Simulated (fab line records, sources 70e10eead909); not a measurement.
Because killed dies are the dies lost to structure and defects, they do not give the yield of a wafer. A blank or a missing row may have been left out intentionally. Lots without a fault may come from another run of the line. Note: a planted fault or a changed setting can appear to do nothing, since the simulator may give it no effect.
Which tool is to blame? :: flow nand harc :: 13 lots, 36 wafers sampled, at 6 steps of a route of 1159

WHAT EACH GAUGE READ, for each wafer
NHARC_A_CONTACT_OVL_MEAS_09. Usual: overlay x nm 0.1 nm, standard deviation 0.93; overlay y nm 0.0 nm, standard deviation 0.85.
lot: L411
measured: day 17 03:17
on: overlay-01
overlay x nm (nm): 0.0 0.3 0.4
overlay y nm (nm): -0.5 -0.7 -0.6
flag: 

lot: L413
measured: day 17 08:33
on: overlay-02
overlay x nm (nm): 0.8 1.0 0.8
overlay y nm (nm): -0.8 -1.1 -0.5
flag: 

lot: L412
measured: day 17 10:56
on: overlay-02
overlay x nm (nm): -0.1 -0.7 -0.7
overlay y nm (nm): 1.2 1.4 1.5
flag: 

lot: L416
measured: day 18 06:43
on: overlay-01
overlay x nm (nm): 0.6 -0.5 -0.2
overlay y nm (nm): -1.5 -1.5 -1.4
flag: 

lot: L415
measured: day 18 12:31
on: overlay-01
overlay x nm (nm): 0.0 0.0 -0.5
overlay y nm (nm): 0.3 0.9 0.4
flag: 

lot: L417
measured: day 19 05:38
on: overlay-01
overlay x nm (nm): -1.3 -0.6 -1.2
overlay y nm (nm): 1.4 0.9 1.5
flag: 

lot: L421
measured: day 19 11:25
on: overlay-01
overlay x nm (nm): 0.0
overlay y nm (nm): -1.4
flag: 

lot: L424
measured: day 19 21:41
on: overlay-01
overlay x nm (nm): -2.0 -2.2
overlay y nm (nm): -0.4 -0.7
flag: 

lot: L426
measured: day 20 12:53
on: overlay-01
overlay x nm (nm): -1.5 -1.2 -1.1
overlay y nm (nm): 1.1 0.6 0.7
flag: 

lot: L427
measured: day 20 18:34
on: overlay-02
overlay x nm (nm): 0.8 0.4 0.8
overlay y nm (nm): 0.8 0.0 0.4
flag: 

lot: L428
measured: day 20 18:25
on: overlay-01
overlay x nm (nm): 0.6 1.0 0.6
overlay y nm (nm): -0.4 -0.3 -0.1
flag: 

lot: L429
measured: day 21 02:44
on: overlay-01
overlay x nm (nm): 1.5 1.3 1.4
overlay y nm (nm): 0.1 -0.4 -0.5
flag: 

lot: L432
measured: day 21 20:06
on: overlay-01
overlay x nm (nm): 0.4 0.3 0.5
overlay y nm (nm): -0.1 -0.1 -0.4
flag: 

NHARC_END_SORT_01. Usual: killed at array 25, standard deviation 9.2; killed at other 0.8, standard deviation 1.2; killed at periphery 3.9, standard deviation 2.6; killed dies 30, standard deviation 9.7; killed open 3.4, standard deviation 1.9; killed short 2.0, standard deviation 1.4.
lot: L421
measured: day 22 18:51
on: prober-02
killed at array: 98
killed at other: 0
killed at periphery: 6
killed dies: 104
killed open: 6
killed short: 3
flag: OFF

lot: L424
measured: day 23 06:04
on: prober-02
killed at array: 86 80
killed at other: 0 2
killed at periphery: 3 3
killed dies: 89 85
killed open: 3 4
killed short: 2 2
flag: OFF

TOOL THAT RAN EACH LOT (tool first, then ch and the chambers of the sampled wafers, then the start)
lot: L411
NHARC_A_CONTACT_ETCH_125: har cap etch-02 ch 0,1, day 16 21:59
NHARC_A_CONTACT_ETCH_130: har cap etch-02 ch 0,1, day 16 22:41
NHARC_A_CONTACT_DESCUM_13: rie diel-01 ch 1,2,3, day 17 03:23
NHARC_A_CONTACT_ETCH_137: har cap etch-01 ch 0,1, day 17 04:49

lot: L413
NHARC_A_CONTACT_ETCH_125: har cap etch-03 ch 0,1, day 17 03:16
NHARC_A_CONTACT_ETCH_130: har cap etch-03 ch 0,1, day 17 03:58
NHARC_A_CONTACT_DESCUM_13: rie diel-13 ch 0,1,3, day 17 08:38
NHARC_A_CONTACT_ETCH_137: har cap etch-01 ch 0,1, day 17 10:04

lot: L412
NHARC_A_CONTACT_ETCH_125: har cap etch-02 ch 0,1, day 17 06:02
NHARC_A_CONTACT_ETCH_130: har cap etch-02 ch 0,1, day 17 06:44
NHARC_A_CONTACT_DESCUM_13: rie diel-01 ch 1,2, day 17 11:02
NHARC_A_CONTACT_ETCH_137: har cap etch-03 ch 0,1, day 17 12:40

lot: L416
NHARC_A_CONTACT_ETCH_125: har cap etch-01 ch 0,1, day 18 00:28
NHARC_A_CONTACT_ETCH_130: har cap etch-01 ch 0,1, day 18 01:10
NHARC_A_CONTACT_DESCUM_13: rie diel-01 ch 0,1,2, day 18 06:50
NHARC_A_CONTACT_ETCH_137: har cap etch-01 ch 0,1, day 18 08:17

lot: L415
NHARC_A_CONTACT_ETCH_125: har cap etch-03 ch 0,1, day 18 03:57
NHARC_A_CONTACT_ETCH_130: har cap etch-03 ch 0,1, day 18 04:40
NHARC_A_CONTACT_DESCUM_13: rie diel-01 ch 1,2,3, day 18 12:39
NHARC_A_CONTACT_ETCH_137: har cap etch-01 ch 0,1, day 18 14:05

lot: L417
NHARC_A_CONTACT_ETCH_125: har cap etch-01 ch 0,1, day 18 23:53
NHARC_A_CONTACT_ETCH_130: har cap etch-01 ch 0,1, day 19 00:36
NHARC_A_CONTACT_DESCUM_13: rie diel-01 ch 1,3, day 19 05:45
NHARC_A_CONTACT_ETCH_137: har cap etch-02 ch 0,1, day 19 07:13

lot: L421
NHARC_A_CONTACT_ETCH_125: har cap etch-03 ch 0, day 19 06:14
NHARC_A_CONTACT_ETCH_130: har cap etch-03 ch 0, day 19 07:10
NHARC_A_CONTACT_DESCUM_13: rie diel-04 ch 3, day 19 18:49
NHARC_A_CONTACT_ETCH_137: har cap etch-01 ch 0, day 19 20:19

lot: L424
NHARC_A_CONTACT_ETCH_125: har cap etch-03 ch 0, day 19 15:35
NHARC_A_CONTACT_ETCH_130: har cap etch-03 ch 0, day 19 16:50
NHARC_A_CONTACT_DESCUM_13: rie diel-04 ch 0, day 19 22:20
NHARC_A_CONTACT_ETCH_137: har cap etch-01 ch 1, day 20 00:07

lot: L426
NHARC_A_CONTACT_ETCH_125: har cap etch-01 ch 0,1, day 20 06:41
NHARC_A_CONTACT_ETCH_130: har cap etch-01 ch 0,1, day 20 07:23
NHARC_A_CONTACT_DESCUM_13: rie diel-01 ch 0,3, day 20 13:00
NHARC_A_CONTACT_ETCH_137: har cap etch-03 ch 0,1, day 20 14:32

lot: L427
NHARC_A_CONTACT_ETCH_125: har cap etch-02 ch 0,1, day 20 12:10
NHARC_A_CONTACT_ETCH_130: har cap etch-02 ch 0,1, day 20 12:52
NHARC_A_CONTACT_DESCUM_13: rie diel-01 ch 1,2, day 20 18:39
NHARC_A_CONTACT_ETCH_137: har cap etch-03 ch 0,1, day 20 20:09

lot: L428
NHARC_A_CONTACT_ETCH_125: har cap etch-01 ch 0,1, day 20 12:19
NHARC_A_CONTACT_ETCH_130: har cap etch-01 ch 0,1, day 20 13:02
NHARC_A_CONTACT_DESCUM_13: rie diel-13 ch 0,3, day 20 18:31
NHARC_A_CONTACT_ETCH_137: har cap etch-01 ch 0,1, day 20 20:00

lot: L429
NHARC_A_CONTACT_ETCH_125: har cap etch-02 ch 0,1, day 20 21:58
NHARC_A_CONTACT_ETCH_130: har cap etch-02 ch 0,1, day 20 22:40
NHARC_A_CONTACT_DESCUM_13: rie diel-13 ch 2,3, day 21 02:49
NHARC_A_CONTACT_ETCH_137: har cap etch-02 ch 0,1, day 21 04:17

lot: L432
NHARC_A_CONTACT_ETCH_125: har cap etch-02 ch 0,1, day 21 14:43
NHARC_A_CONTACT_ETCH_130: har cap etch-02 ch 0,1, day 21 15:26
NHARC_A_CONTACT_DESCUM_13: rie diel-13 ch 0,1,2, day 21 20:20
NHARC_A_CONTACT_ETCH_137: har cap etch-03 ch 0,1, day 21 21:55
- NHARC_A_CONTACT_ETCH_125: etches the open film in C4F8/O2/Ar, time 155 s, target depth 956 nm.
- NHARC_A_CONTACT_ETCH_130: etches the open film in C4F8/O2/Ar, time 155 s, target depth 956 nm.
- NHARC_A_CONTACT_DESCUM_13: chemistry O2, time 3 s.
- NHARC_A_CONTACT_ETCH_137: etches the open film in C4F8/O2/Ar, time 132 s, target depth 1287 nm.

WHAT THE TOOLS THEMSELVES READ (means of the sampled wafers that have a number; where no wafer has one, the mark that the record gives instead)
NHARC_A_CONTACT_DESCUM_13. Usual: drypump motor current A 5.5 A, standard deviation 0.49; oes product au 0.998 a.u., standard deviation 0.0095; rf vpp V 57.6 V, standard deviation 0.9; showerhead plenum p Torr 1.87 Torr, standard deviation 0.095; throttle valve pct 11.312 %, standard deviation 0.01.
lot: L411
tool: rie diel-01
drypump motor current A (A): 5.5
oes product au (a.u.): 0.993
rf vpp V (V): 56.7
showerhead plenum p Torr (Torr): 1.81
throttle valve pct (%): 11.307
flag: 

lot: L413
tool: rie diel-13
drypump motor current A (A): 5.7
oes product au (a.u.): 0.994
rf vpp V (V): 58.6
showerhead plenum p Torr (Torr): 1.91
throttle valve pct (%): 11.314
flag: 

lot: L412
tool: rie diel-01
drypump motor current A (A): 5.3
oes product au (a.u.): 0.997
rf vpp V (V): 57.4
showerhead plenum p Torr (Torr): 1.81
throttle valve pct (%): 11.320
flag: 

lot: L416
tool: rie diel-01
drypump motor current A (A): 5.1
oes product au (a.u.): 0.996
rf vpp V (V): 56.9
showerhead plenum p Torr (Torr): 1.88
throttle valve pct (%): 11.307
flag: 

lot: L415
tool: rie diel-01
drypump motor current A (A): 5.5
oes product au (a.u.): 0.986
rf vpp V (V): 57.7
showerhead plenum p Torr (Torr): 1.81
throttle valve pct (%): 11.318
flag: 

lot: L417
tool: rie diel-01
drypump motor current A (A): 5.6
oes product au (a.u.): 1.001
rf vpp V (V): 57.9
showerhead plenum p Torr (Torr): 1.80
throttle valve pct (%): 11.308
flag: 

lot: L421
tool: rie diel-04
drypump motor current A (A): 6.1
oes product au (a.u.): 1.006
rf vpp V (V): 57.4
showerhead plenum p Torr (Torr): 1.81
throttle valve pct (%): 11.308
flag: 

lot: L424
tool: rie diel-04
drypump motor current A (A): 5.8
oes product au (a.u.): 1.004
rf vpp V (V): 56.6
showerhead plenum p Torr (Torr): 1.77
throttle valve pct (%): 11.316
flag: 

lot: L426
tool: rie diel-01
drypump motor current A (A): 5.2
oes product au (a.u.): 0.995
rf vpp V (V): 57.3
showerhead plenum p Torr (Torr): 1.92
throttle valve pct (%): 11.317
flag: 

lot: L427
tool: rie diel-01
drypump motor current A (A): 5.1
oes product au (a.u.): 0.995
rf vpp V (V): 57.9
showerhead plenum p Torr (Torr): 1.82
throttle valve pct (%): 11.298
flag: 

lot: L428
tool: rie diel-13
drypump motor current A (A): 5.3
oes product au (a.u.): 1.000
rf vpp V (V): 57.3
showerhead plenum p Torr (Torr): 1.87
throttle valve pct (%): 11.318
flag: 

lot: L429
tool: rie diel-13
drypump motor current A (A): 5.7
oes product au (a.u.): 0.996
rf vpp V (V): 57.8
showerhead plenum p Torr (Torr): 1.91
throttle valve pct (%): 11.309
flag: 

lot: L432
tool: rie diel-13
drypump motor current A (A): 5.8
oes product au (a.u.): 0.998
rf vpp V (V): 57.2
showerhead plenum p Torr (Torr): 1.84
throttle valve pct (%): 11.307
flag: 

THE ANSWER, worked out from the rows above alone
Rule: a lot is off if the mean of its wafers that have a number lies more than 3 standard deviations from the usual mean. A lot without any number at a reading at which 4 lots or more have one is off too. Where the step has rows for the other lots, those lots are counted as sound. First the gauges in route order, then the tools' own readings, where a lot's mean is used as printed above. At the first step where some lot is off, the reading lying furthest off is the one used; lots without a number count as furthest.
Off at NHARC_END_SORT_01 (killed at array): L421, L424. Neither off nor sound, because the step has no rows for them: L411, L413, L412, L416, L415, L417, L426, L427, L428, L429, L432.
If a tool, at a process step before that reading, ran all the lots that are off and no sound lot after the first of them, it fits. The gauges at NHARC_END_SORT_01 are tried like those tools. Can't be told from this: 4 tools fit, har cap etch-03 at NHARC_A_CONTACT_ETCH_125 and NHARC_A_CONTACT_ETCH_130, rie diel-04 at NHARC_A_CONTACT_DESCUM_13, har cap etch-01 at NHARC_A_CONTACT_ETCH_137, prober-02 at NHARC_END_SORT_01.

WHAT WAS PUT IN BY THE SIMULATOR
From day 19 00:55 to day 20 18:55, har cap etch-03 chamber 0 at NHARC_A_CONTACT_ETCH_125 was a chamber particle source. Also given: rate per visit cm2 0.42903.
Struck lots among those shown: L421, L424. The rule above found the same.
